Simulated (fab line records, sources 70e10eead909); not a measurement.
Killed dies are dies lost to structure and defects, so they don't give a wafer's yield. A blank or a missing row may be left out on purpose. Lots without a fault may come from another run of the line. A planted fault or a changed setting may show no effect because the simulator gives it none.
Which tool did it? | flow nand_harc | 7 lots, 21 wafers sampled, at 2 steps of a route of 1159

WHAT THE GAUGES READ, wafer by wafer
NHARC_P_STI_INSPECT_25.
lot  | measured    | on                | raw_defect_count
L915 | day 3 18:22 | defect_inspect-01 | 121 261 115
L917 | day 4 06:23 | defect_inspect-01 | 163 195 231
L919 | day 4 22:43 | defect_inspect-01 | 177 129 203
L921 | day 5 14:24 | defect_inspect-02 | 209 120 159
L926 | day 6 21:55 | defect_inspect-02 | 297 164 168
L933 | day 8 15:46 | defect_inspect-01 | 128 191 139
L937 | day 9 15:48 | defect_inspect-01 | 153 208 210

WHICH TOOL RAN EACH LOT (tool, then ch and the chambers of the sampled wafers, then the start)
lot  | NHARC_P_STI_CMP_21
L915 | cmp-02 ch 0,1,3, day 3 09:58
L917 | cmp-02 ch 0,2,3, day 3 21:53
L919 | cmp-04 ch 0,1,2, day 4 15:18
L921 | cmp-04 ch 1,2,3, day 5 03:14
L926 | cmp-02 ch 0,2,3, day 6 13:14
L933 | cmp-04 ch 0,1,2, day 8 07:11
L937 | cmp-01 ch 0,1,2, day 9 01:31
- NHARC_P_STI_CMP_21: polishes, t overpolish 20 s, target thk 380.67 nm.

THE ANSWER, worked out from the rows above alone
Rule: what is usual is taken from the lots themselves. Put in order of their means at a reading, lots are off if they are a third of the lots or fewer, leave a main group of 4 or more, and stand apart from it by a gap of 3 or more times the standard deviation of the main group's means; of several such gaps the widest counts. A main group whose means are all the same, to the digits that the tables above print for the reading, isn't used. A lot without any number at a reading at which 4 lots or more have one is off too. The other lots that the step has rows for count as sound.
No lot is off at any reading shown: from this, nothing can be told.

WHAT THE SIMULATOR HAD PUT IN
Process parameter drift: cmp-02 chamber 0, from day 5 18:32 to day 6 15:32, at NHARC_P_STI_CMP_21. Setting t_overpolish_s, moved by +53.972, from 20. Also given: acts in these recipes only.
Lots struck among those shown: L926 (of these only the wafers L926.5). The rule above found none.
